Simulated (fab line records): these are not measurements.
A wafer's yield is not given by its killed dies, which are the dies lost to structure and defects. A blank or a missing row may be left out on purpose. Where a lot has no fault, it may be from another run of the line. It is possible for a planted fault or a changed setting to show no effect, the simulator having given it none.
Chamber matching    flow nand_harc    NHARC_A_SLIT_DEP_25 on pecvd-03: 3 sister chambers
The step deposits SiO2, target thk 200 nm. 3 wafers are shown with their chamber, then 11 later ones without.

EACH WAFER AND ITS CHAMBER
wafer   chamber  throttle_valve_pct (%)
L084.5  2        15.7
L087.4  1        15.5
L090.1  0        17.1

WAFERS WHOSE CHAMBER IS MISSING
wafer   throttle_valve_pct (%)
L090.3  15.3
L090.5  16.0
L091.1  16.0
L091.3  16.9
L091.6  16.9
L096.3  17.0
L096.4  15.3
L096.5  16.8
L097.1  17.3
L097.4  17.1
L097.5  16.2

EACH ONE'S CHAMBER
wafer   from the rows above           in truth
L090.3  can't be placed: 1 or 2       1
L090.5  can't be placed: 2 or 1       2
L091.1  can't be placed: 2 or 1       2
L091.3  0                             0
L091.6  0                             0
L096.3  0                             0
L096.4  can't be placed: 1 or 2       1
L096.5  0                             0
L097.1  0                             0
L097.4  0                             0
L097.5  can't be placed: 2 or 1 or 0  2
Correctly placed: 6 of 11. Cannot be placed on the basis of these rows: 5; the candidates contain the true chamber in 5. Placed wrongly: 0.
How it was worked out, from the rows above alone: a wafer's distance from a chamber is the root of the sum, over the readings, of the square of ((its reading less the chamber's mean) divided by the reading's scatter). If the next closest chamber is less than 2 further off than the closest, the wafer can't be placed; otherwise it belongs to the closest. A chamber's mean is the mean of its shown wafers. The scatter: with one shown wafer a chamber, the root of the mean of the squares of how far each hidden wafer lies from its nearest shown one.
